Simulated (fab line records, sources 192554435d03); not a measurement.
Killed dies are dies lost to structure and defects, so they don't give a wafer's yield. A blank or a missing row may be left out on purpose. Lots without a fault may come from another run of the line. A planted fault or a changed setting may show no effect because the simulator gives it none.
Split-lot experiment | flow n5_finfet | 7 lots, 21 wafers read, on a route of 1938 steps

THE SPLIT
At N5_FIN_SAQP_PECVD_48 (deposits SiNx from SiH4/NH3/N2, target thk 25 nm, time 22.1 s), the setting time_s was moved away from the recipe's 22.1 s on 8 of the 21 wafers read, by -8.8% to +14.7%. The other wafers ran this setting at the recipe's value.

FROM THE SPLIT TO THE READING: what the file shows between them, 9 steps
- N5_FIN_SAQP_HM_DEP_72: deposits SiO2 from SiH4/N2O, target thk 12 nm, time 7.2 s (also split here: time_s)
- N5_FIN_SAQP_COAT_49: time 60 s, resist thk 100 nm
- N5_FIN_SAQP_COAT_50: time 60 s, resist thk 35 nm
- N5_FIN_SAQP_ETCH_52: etches SOC in N2/H2, target depth 100 nm, overetch 20 nm, time 150 s
- N5_FIN_SAQP_STRIP_53: strips in N2/H2
- N5_FIN_SAQP_HM_OPEN_73: chemistry CHF3/O2, target SiO2, stops on a-Si, target depth 12 nm, time 16.8 s
- N5_FIN_SAQP_STRIP_74: strips in CHF3/O2
- N5_FIN_SAQP_MANDREL_ETCH_22: etches a-Si in HBr/Cl2, stops on SiNx, target depth 60 nm, bt time 10 s, time 30 s
- N5_FIN_SAQP_MANDREL1_REMOVE_56: chemistry HBr/Cl2/O2, target a-Si, stops on SiNx, bt time 10 s

THE READING
etch.depth_nm (the simulator's own value, which no gauge read), in nm, at N5_FIN_SAQP_ETCH_57 (etches SiNx in CH3F/O2, target depth 32.5 nm, time 46.4 s). The file gives no usual value for it. The 13 wafers here that ran the recipe average 24.86 nm, standard deviation 0.46 nm.

wafer  | tool, chamber at the split | time_s as run, s | against the recipe | etch.depth_nm, nm | against lot-mates on the recipe
L074.1 | pecvd-03, 0                | 23.4             | +5.9%              | 26.65             | +1.38
L074.2 | pecvd-03, 2                | 22.1             | recipe             | 24.87             | -
L074.5 | pecvd-03, 2                | 22.1             | recipe             | 25.68             | -
L079.1 | pecvd-01, 0                | 22.1             | recipe             | 24.45             | -
L079.3 | pecvd-01, 1                | 22.1             | recipe             | 24.16             | -
L079.4 | pecvd-01, 0                | 25.25            | +14.3%             | 28.49             | +4.18
L087.1 | pecvd-01, 2                | 22.1             | recipe             | 24.95             | -
L087.4 | pecvd-01, 2                | 22.1             | recipe             | 25.42             | -
L087.6 | pecvd-01, 0                | 22.1             | recipe             | 25.21             | -
L088.3 | pecvd-03, 0                | 22.1             | recipe             | 24.38             | -
L088.4 | pecvd-03, 1                | 25.35            | +14.7%             | 28.32             | +3.94
L088.5 | pecvd-03, 2                | 25.35            | +14.7%             | 28.98             | +4.60
L089.3 | pecvd-03, 0                | 20.15            | -8.8%              | 22.29             | no lot-mate on the recipe
L089.5 | pecvd-03, 2                | 20.15            | -8.8%              | 22.77             | no lot-mate on the recipe
L089.6 | pecvd-03, 1                | 20.15            | -8.8%              | 22.45             | no lot-mate on the recipe
L094.1 | pecvd-03, 1,0              | 22.1             | recipe             | 24.38             | -
L094.2 | pecvd-03, 1,0              | 22.1             | recipe             | 24.38             | -
L094.4 | pecvd-03, 2                | 22.1             | recipe             | 25.11             | -
L097.1 | pecvd-03, 2                | 23.52            | +6.4%              | 26.46             | +1.37
L097.2 | pecvd-03, 0                | 22.1             | recipe             | 24.89             | -
L097.6 | pecvd-03, 2                | 22.1             | recipe             | 25.3              | -
Where a row lists several chambers, the file gives one row for several wafers and doesn't say which wafer went through which chamber.

THE FIT
A straight line over all 21 wafers: etch.depth_nm changes by +0.261 nm for each +1% of time_s; r = +0.98; the points scatter about the line by 0.41 nm.
The same after taking each lot's own level away (the mean of its wafers on the recipe; 18 wafers): +0.287 nm for each +1%; r = +0.98; scatter 0.3 nm.
On that fit, the largest move of time_s shifts the reading by 4.2 nm.
The lots' own levels span 24.305 to 25.275 nm, that is 2.1 times the standard deviation above.
So the lot-to-lot level changes the slope little: the two slopes agree.
Check: with one of the wafers moved furthest among these (+14.7%) left out of the fit, the line predicts +4.29 nm for it against its lot-mates. It came out at +3.94 nm against them.

OTHER SPLITS ON THESE WAFERS
These wafers also went through other splits before the reading. Each is held against what the fit with the lots' levels taken away leaves over:
other split on the same wafers | wafers away from the commonest value | r with etch.depth_nm (lot level and that fit taken away)
N5_FIN_SAQP_HM_DEP_72 time_s   | 7                                    | -0.07

THE WHOLE CHAIN: every reading that the file lists as answering this split, in the file's order
step                 | what it does                                                  | reading                                                                           | change (the file's fit)               | r (the file's)
N5_FIN_SAQP_PECVD_48 | deposits SiNx from SiH4/NH3/N2, target thk 25 nm, time 22.1 s | SiNx_of_FIN_SAQP_PECVD_48.thk_nm (the simulator's own value, which no gauge read) | +0.277 nm for each +1% of the setting | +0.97
N5_FIN_SAQP_ETCH_57  | etches SiNx in CH3F/O2, target depth 32.5 nm, time 46.4 s     | etch_rf_on_time_s                                                                 | withheld for each +1% of the setting  | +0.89
N5_FIN_SAQP_ETCH_57  | etches SiNx in CH3F/O2, target depth 32.5 nm, time 46.4 s     | etch.depth_nm (the simulator's own value, which no gauge read)                    | +0.281 nm for each +1% of the setting | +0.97

THE FILE'S OWN FIT
etch.depth_nm changes by +0.281 nm for each +1% of time_s, r = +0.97.
